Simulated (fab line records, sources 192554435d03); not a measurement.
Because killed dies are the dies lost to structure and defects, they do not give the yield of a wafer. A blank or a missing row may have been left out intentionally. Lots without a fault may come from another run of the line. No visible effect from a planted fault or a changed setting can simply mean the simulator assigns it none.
fab line records    flow n5Finfet
record lots=7  wafers=39
route steps=1938 shown ZERO_LAYER@11 FIN_SAQP@130 HKMG_FIN@386 MOL_CONTACT_COAG@586 BEOL_M0@733 BEOL_M1@830 BEOL_M3@994 BEOL_M5@1116 BEOL_M8@1386 BEOL_M9@1401 BEOL_M14@1749 PASSIVATION@1936
startH: the number of hours between the record's first day and the start of the first shown wafer of the lot    waitH: hours from the lot's prior step to this one    " the same as in the row above    L1.1+2: a single row standing in for several wafers    - either no value or no given start    * or withheld: withheld    < > ~ a bound
route shown NAME@n: a module of which the file shows steps, and the number in the route of the first    usual: mean/standard deviation of fault-free wafers    same: alike in all rows    chamber/n: place in a boat    sites: readings site by site    _std_site: their standard deviation    _edge_site: outer sites' mean less inner sites'    radiusMm: how far each site lies from the wafer's centre    mask NAME#n: copy n    behind: tool/chamber where the wafer was last shaped    hold: why the lot was held/for how many hours/how that ended    device: whichever transistor did not switch (one of n, p or np)    end of line: the route-end tests of the same wafers    a step without rows: its recipe alone    killed: count of dies lost to structure and defects at first sort (not the wafer's yield)    map: per-die view of a wafer (x killed, . not killed, _ where there is no die)
set.NAME: the setting that was run; set.NAME@STEP: the one run at that earlier step    model.NAME: the simulator's own value behind a step, which no gauge read
one table per step and one row per wafer, for lots whose settings were changed on purpose
## steps
# step N5_ZERO_LAYER_DEVELOP_10
# recipe developTimeS=60  rinseLiquid=diw  dry=airSpin  devTempC=21
# step N5_FIN_SAQP_ETCH_65
# recipe chemistry=CF4  target=SiO2  targetDepthA=40  ionEnergyEv=350  timeS=4.4  pressureMtorr=10  icpW=800  biasW=400  cf4FlowSccm=80
# step N5_HKMG_FIN_HK_ALD_01
# recipe material=HfO2  targetThkA=16  tempC=withheld  aldPrecursorFamily=HfCl4  aldCoReactant=H2O  pulseTimeS=3  purgeTimeS=3  coReactantPurgeTimeS=2.5  coReactantPulseTimeS=0.3  aldCycles=30
# step N5_MOL_CONTACT_COAG_VIA_ETCH_46
# recipe chemistry=C4F6/O2  targetDepthA=460  overetchA=92  maskMaterial=SOC  target=SiO2  biasW=455  pressureMtorr=10  timeS=40  sourceW=325  Ar_flow_sccm=300  C4F6_flow_sccm=10  O2_flow_sccm=10  ionEnergyEv=575.3  ends=endPoint
# step N5_BEOL_M0_CVD_115
# recipe material=Co  targetThkA=*  tempC=withheld  precursor=CCTBA/H2  pressureTorr=30  timeS=120
# step N5_BEOL_M1_SPUTTER_96
# recipe material=Cu  targetThkA=45  tempC=-20  chamberPressurePa=0.07  powerW=withheld  timeS=8.29
# step N5_BEOL_M3_SPUTTER_48
# step N5_BEOL_M5_HM_DEP_02
# recipe material=TiN  targetThkA=200  tempC=25  chamberPressurePa=0.49996
# step N5_BEOL_M8_CURE_75
# recipe tempC=370  timeS=120  ambient=DMADMS/He  material=SiCOH_lowk
# step N5_BEOL_M9_ILD_DEP_00
# recipe material=SiCOH_lowk  targetThkA=3085.1  tempC=300  precursor=DEMS/porogen  pressureTorr=5  rfW=500  timeS=58
# step N5_BEOL_M14_DESCUM_33
# recipe chemistry=O2  timeS=7.9  sourcePowerW=50  biasPowerW=20  pressureMtorr=20  rfFrequencyHz=2.712e+07  tempC=40  o2FlowSccm=225
# step N5_PASSIVATION_PROBE_49
# usual killedAtContacts=12/6.7  sort_bin_4_leakage=0/0
lot.wafer  tool       chamber  startH  waitH  set.developTimeS@ZERO_LAYER_DEVELOP_10  set.timeS@FIN_SAQP_ETCH_65  set.aldCycles@HKMG_FIN_HK_ALD_01  set.targetDepthA@MOL_CONTACT_COAG_VIA_ETCH_46  set.targetThkA@BEOL_M0_CVD_115  set.timeS@BEOL_M1_SPUTTER_96  set.targetThkA@BEOL_M3_SPUTTER_48  set.targetThkA@BEOL_M5_HM_DEP_02  set.timeS@BEOL_M8_CURE_75  set.timeS@BEOL_M9_ILD_DEP_00  set.timeS@BEOL_M14_DESCUM_33  killedAtContacts  sort_bin_4_leakage[%]
L078.1     prober-01  -        342.96  0.0    60                                      4.4                         30                                460                                            *                               8.29                          45                                 231                               120                        58                            7.9                           40                0
L078.2     prober-01  -        343.01  0.1    60                                      4.4                         38                                615.3                                          *                               8.29                          29.01                              231                               120                        58                            10.99                         32                0
L078.3     prober-01  -        343.06  0.1    60                                      4.4                         30                                615.3                                          *                               8.29                          45                                 231                               120                        58                            10.99                         16                0
L078.4     prober-01  -        343.11  0.2    60                                      4.4                         38                                460                                            *                               8.29                          29.01                              200                               120                        58                            10.99                         21                0
L078.5     prober-01  -        343.16  0.2    60                                      4.4                         30                                615.3                                          *                               8.29                          29.01                              200                               120                        58                            7.9                           15                0
L078.6     prober-01  -        343.21  0.3    60                                      4.4                         38                                460                                            *                               8.29                          45                                 200                               120                        58                            7.9                           19                0
L074.1     prober-02  -        343.89  0.0    60                                      3.557                       30                                460                                            *                               8.29                          32.25                              90.85                             81.88                      58                            11.04                         4                 0.08
L074.2     prober-02  -        343.94  0.1    44.37                                   4.4                         30                                229                                            *                               13.2                          45                                 90.85                             120                        58                            7.9                           1093              0
L074.3     prober-02  -        343.99  0.1    60                                      4.4                         24                                460                                            *                               8.29                          32.25                              200                               120                        58                            7.9                           8                 93.56
L074.4     prober-02  -        344.04  0.2    44.37                                   4.4                         24                                460                                            *                               13.2                          45                                 90.85                             81.88                      58                            7.9                           16                91.19
L074.5     prober-02  -        344.09  0.2    60                                      3.557                       30                                229                                            *                               13.2                          32.25                              200                               81.88                      58                            11.04                         1073              0
L074.6     prober-02  -        344.14  0.3    44.37                                   3.557                       24                                229                                            *                               8.29                          45                                 200                               120                        58                            11.04                         1072              0
L082.1     prober-01  -        372.77  0.0    60                                      2.472                       30                                355.2                                          *                               8.29                          45                                 283.8                             155.6                      74.29                         7.9                           189               0
L082.2     prober-01  -        372.82  0.1    60                                      2.472                       30                                460                                            *                               11.26                         45                                 200                               120                        74.29                         7.9                           14                0
L082.3     prober-01  -        372.87  0.1    60                                      4.4                         30                                460                                            *                               8.29                          45                                 200                               155.6                      58                            5.91                          11                0
L082.4     prober-01  -        372.92  0.2    60                                      4.4                         30                                460                                            *                               11.26                         45                                 283.8                             120                        58                            7.9                           15                0
L082.5     prober-01  -        372.97  0.2    60                                      4.4                         30                                355.2                                          *                               8.29                          45                                 283.8                             120                        74.29                         5.91                          179               0
L082.6     prober-01  -        373.02  0.3    60                                      2.472                       30                                355.2                                          *                               11.26                         45                                 200                               155.6                      58                            5.91                          378               0
L086.1     prober-02  -        381.54  0.3    79.05                                   2.726                       21                                460                                            *                               12.91                         38.22                              162.1                             187.9                      58                            6.62                          19                90.34
L086.2     prober-02  -        381.59  0.3    60                                      2.726                       30                                576.2                                          *                               8.29                          38.22                              200                               120                        58                            7.9                           12                0
L086.3     prober-02  -        381.64  0.4    60                                      4.4                         21                                460                                            *                               8.29                          45                                 162.1                             187.9                      31.54                         7.9                           14                2.88
L086.4     prober-02  -        381.69  0.4    79.05                                   2.726                       30                                576.2                                          *                               12.91                         45                                 200                               120                        58                            6.62                          4                 0
L086.5     prober-02  -        381.74  0.5    60                                      4.4                         21                                576.2                                          *                               8.29                          38.22                              162.1                             120                        31.54                         7.9                           9                 3.05
L086.6     prober-02  -        381.79  0.5    79.05                                   4.4                         30                                460                                            *                               12.91                         45                                 200                               187.9                      31.54                         6.62                          6                 0
L089.1     prober-01  -        416.27  0.0    60                                      2.388                       30                                250                                            *                               8.29                          45                                 200                               120                        73.97                         10.2                          1095              0
L089.2     prober-01  -        416.32  0.1    35.22                                   2.388                       30                                250                                            *                               8.29                          28.62                              200                               100.3                      73.97                         10.2                          1076              0
L089.3     prober-01  -        416.37  0.1    60                                      4.4                         30                                460                                            *                               8.29                          28.62                              200                               120                        73.97                         7.9                           9                 0
L089.4     prober-01  -        416.42  0.2    35.22                                   2.388                       13                                460                                            *                               8.29                          28.62                              200                               120                        58                            7.9                           8                 89.15
L089.5     prober-01  -        416.47  0.2    35.22                                   4.4                         13                                250                                            *                               8.29                          45                                 200                               100.3                      58                            10.2                          1080              0
L089.6     prober-01  -        416.52  0.3    60                                      4.4                         13                                460                                            *                               8.29                          45                                 200                               100.3                      58                            7.9                           16                90.68
L092.2     prober-02  -        425.81  0.1    60                                      4.4                         30                                460                                            *                               8.29                          45                                 200                               120                        58                            7.9                           18                0
L092.3     prober-02  -        425.86  0.1    60                                      4.4                         30                                460                                            *                               8.29                          45                                 200                               120                        58                            7.9                           10                0
L092.5     prober-02  -        425.96  0.2    60                                      4.4                         30                                460                                            *                               8.29                          45                                 200                               120                        58                            7.9                           7                 0
L095.1     prober-01  -        460.16  0.0    25.17                                   4.4                         15                                460                                            *                               8.29                          45                                 200                               147.4                      41.62                         9.623                         7                 93.98
L095.2     prober-01  -        460.21  0.1    60                                      1.788                       15                                460                                            *                               8.29                          45                                 200                               120                        58                            9.623                         3                 93.81
L095.3     prober-01  -        460.26  0.1    25.17                                   1.788                       15                                460                                            *                               10.31                         45                                 200                               120                        58                            9.623                         4                 93.05
L095.4     prober-01  -        460.31  0.2    60                                      1.788                       30                                460                                            *                               8.29                          45                                 200                               147.4                      41.62                         7.9                           6                 0
L095.5     prober-01  -        460.36  0.2    25.17                                   4.4                         30                                460                                            *                               10.31                         45                                 200                               147.4                      58                            7.9                           1                 0
L095.6     prober-01  -        460.41  0.3    60                                      4.4                         30                                460                                            *                               10.31                         45                                 200                               120                        41.62                         7.9                           4                 0
# killed by level:class
L078.1 MOL_CONTACT_COAG:geometricParticle:open=37 FIN_SAQP:geometricParticle:open=6 STARTING-WAFER:geometricParticle:open=5 FIN_SAQP:geometricParticle:short=4 DUMMY_GATE:geometricParticle:open=4 STI_FIN_REVEAL:geometricParticle:open=3 MOL_CONTACT_COAG:geometricParticle:short=3 BEOL_M4:geometricParticle:open=3
L078.2 MOL_CONTACT_COAG:geometricParticle:open=28 FIN_SAQP:geometricParticle:open=11 BEOL_M1:geometricParticle:open=7 BEOL_M4:geometricParticle:open=7 FIN_SAQP:geometricParticle:short=5 ILD0:geometricParticle:open=4 GATE_CUT:geometricParticle:short=4 MOL_CONTACT_COAG:geometricParticle:short=4
L078.3 FIN_SAQP:geometricParticle:open=17 MOL_CONTACT_COAG:geometricParticle:open=13 STI_FIN_REVEAL:geometricParticle:open=8 FIN_SAQP:geometricParticle:short=6 BEOL_M2:geometricParticle:open=6 BEOL_M1:geometricParticle:open=4 MOL_CONTACT_COAG:geometricParticle:short=3 BEOL_M0_SAQP:geometricParticle:short=3
L078.4 FIN_SAQP:geometricParticle:short=16 MOL_CONTACT_COAG:geometricParticle:open=16 FIN_SAQP:geometricParticle:open=13 BEOL_M2:geometricParticle:open=9 STI_FIN_REVEAL:geometricParticle:open=7 MOL_CONTACT_COAG:geometricParticle:short=5 BEOL_M0:geometricParticle:open=5 BEOL_M5:geometricParticle:open=5
L078.5 MOL_CONTACT_COAG:geometricParticle:open=12 STI_FIN_REVEAL:geometricParticle:open=11 FIN_SAQP:geometricParticle:open=8 BEOL_M4:geometricParticle:open=6 FIN_SAQP:geometricParticle:short=5 GATE_CUT:geometricParticle:short=5 STARTING-WAFER:geometricParticle:short=5 DUMMY_GATE:geometricParticle:open=4
L078.6 FIN_SAQP:geometricParticle:short=15 MOL_CONTACT_COAG:geometricParticle:open=15 FIN_SAQP:geometricParticle:open=8 STI_FIN_REVEAL:geometricParticle:open=8 BEOL_M1:geometricParticle:open=7 BEOL_M0_SAQP:geometricParticle:short=5 BEOL_M6:geometricParticle:open=5 MOL_CONTACT_COAG:geometricParticle:short=4
L074.1 BEOL_M4:geometricParticle:open=12 STI_FIN_REVEAL:geometricParticle:open=7 BEOL_M0_SAQP:geometricParticle:short=5 BEOL_M2:geometricParticle:open=4 BEOL_M3:geometricParticle:open=4 GATE_CUT:geometricParticle:short=4 BEOL_M0_SAQP:geometricParticle:open=4 STARTING-WAFER:geometricParticle:short=4
L074.2 MOL_CONTACT_COAG:areaEtch=1082 BEOL_M4:geometricParticle:open=18 MOL_CONTACT_COAG:geometricParticle:open=10 STI_FIN_REVEAL:geometricParticle:open=9 BEOL_M0_SAQP:geometricParticle:short=6 BEOL_M0_SAQP:geometricParticle:open=6 BEOL_M4:geometricParticle:short=6 BEOL_M2:geometricParticle:open=5
L074.3 BEOL_M4:geometricParticle:open=10 BEOL_M0_SAQP:geometricParticle:short=6 BEOL_M0_SAQP:geometricParticle:open=6 STI_FIN_REVEAL:geometricParticle:open=5 MOL_CONTACT_COAG:geometricParticle:short=4 MOL_CONTACT_COAG:geometricParticle:open=4 STI_FIN_REVEAL:geometricParticle:short=3 BEOL_M2:geometricParticle:open=3
L074.4 BEOL_M0_SAQP:geometricParticle:short=16 MOL_CONTACT_COAG:geometricParticle:open=12 BEOL_M2:geometricParticle:open=12 BEOL_M0_SAQP:geometricParticle:open=11 BEOL_M4:geometricParticle:open=6 DUMMY_GATE:geometricParticle:open=5 BEOL_M1:geometricParticle:open=5 MOL_CONTACT_COAG:geometricParticle:short=4
L074.5 MOL_CONTACT_COAG:areaEtch=1066 BEOL_M3:geometricParticle:open=14 BEOL_M0_SAQP:geometricParticle:short=13 BEOL_M2:geometricParticle:open=13 BEOL_M0_SAQP:geometricParticle:open=9 STI_FIN_REVEAL:geometricParticle:open=7 MOL_CONTACT_COAG:geometricParticle:open=6 FIN_SAQP:geometricParticle:short=5
L074.6 MOL_CONTACT_COAG:areaEtch=1064 BEOL_M2:geometricParticle:open=20 STI_FIN_REVEAL:geometricParticle:open=16 BEOL_M0_SAQP:geometricParticle:open=13 MOL_CONTACT_COAG:geometricParticle:open=7 BEOL_M0_SAQP:geometricParticle:short=5 BEOL_M2:geometricParticle:short=4 BEOL_M4:geometricParticle:short=4
L082.1 BEOL_M5:areaOpen=242 MOL_CONTACT_COAG:areaEtch=187 BEOL_M0:interfaceVoidOpened=14 STI_FIN_REVEAL:geometricParticle:open=11 FIN_SAQP:geometricParticle:short=8 DUMMY_GATE:geometricParticle:open=5 ILD0:geometricParticle:open=5 BEOL_M1:geometricParticle:open=5
L082.2 BEOL_M9:areaEtch=1090 MOL_CONTACT_COAG:geometricParticle:open=12 FIN_SAQP:geometricParticle:short=10 BEOL_M0_SAQP:geometricParticle:open=10 STI_FIN_REVEAL:geometricParticle:open=9 BEOL_M0_SAQP:geometricParticle:short=8 BEOL_M0:interfaceVoidOpened=6 BEOL_M2:geometricParticle:open=5
L082.3 BEOL_M0:interfaceVoidOpened=15 BEOL_M0_SAQP:geometricParticle:open=14 STI_FIN_REVEAL:geometricParticle:open=11 FIN_SAQP:geometricParticle:open=10 MOL_CONTACT_COAG:geometricParticle:open=8 BEOL_M0_SAQP:geometricParticle:short=8 FIN_SAQP:geometricParticle:short=6 BEOL_M1:geometricParticle:open=6
L082.4 BEOL_M5:areaOpen=148 MOL_CONTACT_COAG:geometricParticle:open=14 BEOL_M0_SAQP:geometricParticle:open=13 BEOL_M4:geometricParticle:open=9 FIN_SAQP:geometricParticle:short=7 BEOL_M0_SAQP:geometricParticle:short=6 FIN_SAQP:geometricParticle:open=5 DUMMY_GATE:geometricParticle:open=5
L082.5 BEOL_M9:areaEtch=732 MOL_CONTACT_COAG:areaEtch=171 BEOL_M5:areaOpen=167 BEOL_M0_SAQP:geometricParticle:short=15 STI_FIN_REVEAL:geometricParticle:open=14 BEOL_M2:geometricParticle:open=10 BEOL_M0_SAQP:geometricParticle:open=8 MOL_CONTACT_COAG:geometricParticle:open=8
L082.6 MOL_CONTACT_COAG:areaEtch=366 MOL_CONTACT_COAG:geometricParticle:open=10 BEOL_M0_SAQP:geometricParticle:short=10 BEOL_M0_SAQP:geometricParticle:open=6 BEOL_M8:geometricParticle:open=5 STI_FIN_REVEAL:geometricParticle:open=4 BEOL_M0:geometricParticle:open=4 BEOL_M2:geometricParticle:open=4
L086.1 MOL_CONTACT_COAG:geometricParticle:open=17 BEOL_M4:geometricParticle:open=14 BEOL_M3:geometricParticle:open=13 STI_FIN_REVEAL:geometricParticle:open=11 BEOL_M0_SAQP:geometricParticle:short=6 BEOL_M1:geometricParticle:open=5 BEOL_M6:geometricParticle:open=5 BEOL_M0_SAQP:geometricParticle:open=4
L086.2 BEOL_M4:geometricParticle:open=14 MOL_CONTACT_COAG:geometricParticle:open=11 BEOL_M0_SAQP:geometricParticle:short=10 BEOL_M3:geometricParticle:open=6 FIN_SAQP:geometricParticle:open=5 STI_FIN_REVEAL:geometricParticle:open=5 FIN_SAQP:geometricParticle:short=4 BEOL_M0_SAQP:geometricParticle:open=4
L086.3 BEOL_M9:areaDep=1038 BEOL_M4:geometricParticle:open=15 BEOL_M3:geometricParticle:open=14 STI_FIN_REVEAL:geometricParticle:open=11 MOL_CONTACT_COAG:geometricParticle:open=10 BEOL_M0_SAQP:geometricParticle:open=6 BEOL_M1:geometricParticle:open=5 PASS1_CAP:geometricParticle:short=5
L086.4 FIN_SAQP:geometricParticle:short=9 BEOL_M0_SAQP:geometricParticle:open=5 BEOL_M1:geometricParticle:open=5 BEOL_M3:geometricParticle:open=5 FIN_SAQP:geometricParticle:open=4 STI_FIN_REVEAL:geometricParticle:open=4 BEOL_M0:geometricParticle:open=4 BEOL_M2:geometricParticle:open=4
L086.5 BEOL_M9:areaDep=1025 BEOL_M4:geometricParticle:open=16 BEOL_M1:geometricParticle:open=14 MOL_CONTACT_COAG:geometricParticle:open=8 BEOL_M2:geometricParticle:open=8 FIN_SAQP:geometricParticle:open=7 BEOL_M0_SAQP:geometricParticle:open=7 STI_FIN_REVEAL:geometricParticle:open=6
L086.6 BEOL_M9:areaDep=1032 BEOL_M3:geometricParticle:open=13 BEOL_M4:geometricParticle:open=9 STI_FIN_REVEAL:geometricParticle:open=8 BEOL_M1:geometricParticle:open=6 GATE_CUT:geometricParticle:short=5 MOL_CONTACT_COAG:geometricParticle:open=5 BEOL_M2:geometricParticle:open=5
L089.1 MOL_CONTACT_COAG:areaEtch=1075 MOL_CONTACT_COAG:geometricParticle:open=15 BEOL_M0:interfaceVoidOpened=14 BEOL_M0_SAQP:geometricParticle:open=13 BEOL_M0_SAQP:geometricParticle:short=11 STARTING-WAFER:geometricParticle:short=7 MOL_CONTACT_COAG:geometricParticle:short=5 FIN_SAQP:geometricParticle:open=4
L089.2 MOL_CONTACT_COAG:areaEtch=1051 MOL_CONTACT_COAG:geometricParticle:open=21 FIN_SAQP:geometricParticle:open=15 STI_FIN_REVEAL:geometricParticle:open=13 BEOL_M0_SAQP:geometricParticle:open=9 BEOL_M1:geometricParticle:open=8 BEOL_M2:geometricParticle:open=8 FIN_SAQP:geometricParticle:short=6
L089.3 BEOL_M9:areaEtch=1085 STI_FIN_REVEAL:geometricParticle:open=11 BEOL_M3:geometricParticle:open=10 FIN_SAQP:geometricParticle:open=7 BEOL_M0_SAQP:geometricParticle:short=6 BEOL_M4:geometricParticle:open=6 STARTING-WAFER:geometricParticle:short=6 FIN_SAQP:geometricParticle:short=5
L089.4 BEOL_M0:interfaceVoidOpened=22 BEOL_M0_SAQP:geometricParticle:open=13 STI_FIN_REVEAL:geometricParticle:open=11 BEOL_M0_SAQP:geometricParticle:short=8 MOL_CONTACT_COAG:geometricParticle:open=7 BEOL_M4:geometricParticle:open=6 FIN_SAQP:geometricParticle:short=5 FIN_SAQP:geometricParticle:open=5
L089.5 MOL_CONTACT_COAG:areaEtch=1069 FIN_SAQP:geometricParticle:open=18 STI_FIN_REVEAL:geometricParticle:open=18 MOL_CONTACT_COAG:geometricParticle:open=11 BEOL_M0_SAQP:geometricParticle:short=11 BEOL_M0_SAQP:geometricParticle:open=9 FIN_SAQP:geometricParticle:short=7 BEOL_M0:interfaceVoidOpened=5
L089.6 MOL_CONTACT_COAG:geometricParticle:open=12 BEOL_M0_SAQP:geometricParticle:open=12 BEOL_M0_SAQP:geometricParticle:short=10 BEOL_M2:geometricParticle:open=9 BEOL_M4:geometricParticle:open=8 STI_FIN_REVEAL:geometricParticle:open=7 BEOL_M3:geometricParticle:open=6 GATE_CUT:geometricParticle:open=4
L092.2 MOL_CONTACT_COAG:geometricParticle:open=14 BEOL_M2:geometricParticle:open=7 BEOL_M0_SAQP:geometricParticle:open=6 FIN_SAQP:geometricParticle:short=4 MOL_CONTACT_COAG:geometricParticle:short=4 BEOL_M0_SAQP:geometricParticle:short=4 BEOL_M1:geometricParticle:open=4 BEOL_M1:geometricParticle:short=4
L092.3 BEOL_M0_SAQP:geometricParticle:open=16 BEOL_M1:geometricParticle:open=12 BEOL_M0_SAQP:geometricParticle:short=10 FIN_SAQP:geometricParticle:open=9 STI_FIN_REVEAL:geometricParticle:open=9 BEOL_M3:geometricParticle:open=9 DUMMY_GATE:geometricParticle:open=8 MOL_CONTACT_COAG:geometricParticle:open=8
L092.5 BEOL_M3:geometricParticle:open=9 MOL_CONTACT_COAG:geometricParticle:open=6 BEOL_M2:geometricParticle:open=6 BEOL_M0_SAQP:geometricParticle:open=5 BEOL_M1:geometricParticle:open=4 BEOL_M4:geometricParticle:open=4 FIN_SAQP:geometricParticle:open=3 GATE_CUT:geometricParticle:open=3
L095.1 STI_FIN_REVEAL:geometricParticle:open=9 FIN_SAQP:geometricParticle:open=8 HKMG_FIN:areaEtch=7 MOL_CONTACT_COAG:geometricParticle:open=6 BEOL_M0_SAQP:geometricParticle:open=5 BEOL_M1:geometricParticle:short=4 FIN_SAQP:geometricParticle:short=4 BEOL_M2:geometricParticle:open=4
L095.2 STI_FIN_REVEAL:geometricParticle:open=10 BEOL_M3:geometricParticle:open=10 FIN_SAQP:geometricParticle:open=7 FIN_SAQP:geometricParticle:short=6 STI_FIN_REVEAL:geometricParticle:short=5 BEOL_M0_SAQP:geometricParticle:short=5 BEOL_M2:geometricParticle:open=4 BEOL_M0_SAQP:geometricParticle:open=3
L095.3 FIN_SAQP:geometricParticle:short=14 STI_FIN_REVEAL:geometricParticle:open=12 FIN_SAQP:geometricParticle:open=10 BEOL_M3:geometricParticle:open=5 BEOL_M4:geometricParticle:open=5 STI_FIN_REVEAL:geometricParticle:short=4 DUMMY_GATE:geometricParticle:open=3 BEOL_M1:geometricParticle:open=3
L095.4 STI_FIN_REVEAL:geometricParticle:open=13 FIN_SAQP:geometricParticle:open=8 FIN_SAQP:geometricParticle:short=7 MOL_CONTACT_COAG:geometricParticle:open=5 BEOL_M3:geometricParticle:open=5 BEOL_M4:geometricParticle:open=5 BEOL_M0:geometricParticle:open=3 GATE_CUT:geometricParticle:open=2
L095.5 BEOL_M1:geometricParticle:open=17 FIN_SAQP:geometricParticle:short=9 BEOL_M1:geometricParticle:short=8 FIN_SAQP:geometricParticle:open=5 STI_FIN_REVEAL:geometricParticle:open=5 DUMMY_GATE:geometricParticle:open=5 BEOL_M4:geometricParticle:open=5 HKMG_FIN:areaEtch=5
L095.6 FIN_SAQP:geometricParticle:open=12 FIN_SAQP:geometricParticle:short=11 BEOL_M2:geometricParticle:open=8 BEOL_M7:geometricParticle:open=6 BEOL_M1:geometricParticle:open=4 BEOL_M3:geometricParticle:open=4 STARTING-WAFER:geometricParticle:open=4 DUMMY_GATE:geometricParticle:short=3
## key
split step=N5_ZERO_LAYER_DEVELOP_10  setting=developTimeS  statedAs=60
response none clear
split step=N5_FIN_SAQP_ETCH_65  setting=timeS  statedAs=4.4
response none clear
split step=N5_HKMG_FIN_HK_ALD_01  setting=aldCycles  statedAs=30
response step=N5_PASSIVATION_PROBE_49  reading=sort_bin_4_leakage  slope=-1.67  per=1%  togetherWith=all  explained=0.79
split step=N5_MOL_CONTACT_COAG_VIA_ETCH_46  setting=targetDepthA  statedAs=460
response step=N5_PASSIVATION_PROBE_49  reading=killedAtContacts  slope=-14.2  per=1%  togetherWith=all  explained=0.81
split step=N5_BEOL_M0_CVD_115  setting=targetThkA  statedAs=*
response none clear
split step=N5_BEOL_M1_SPUTTER_96  setting=timeS  statedAs=8.29
response none clear
split step=N5_BEOL_M3_SPUTTER_48  setting=targetThkA  statedAs=45
response none clear
split step=N5_BEOL_M5_HM_DEP_02  setting=targetThkA  statedAs=200
response none clear
split step=N5_BEOL_M8_CURE_75  setting=timeS  statedAs=120
response none clear
split step=N5_BEOL_M9_ILD_DEP_00  setting=timeS  statedAs=58
response none clear
split step=N5_BEOL_M14_DESCUM_33  setting=timeS  statedAs=7.9
response none clear
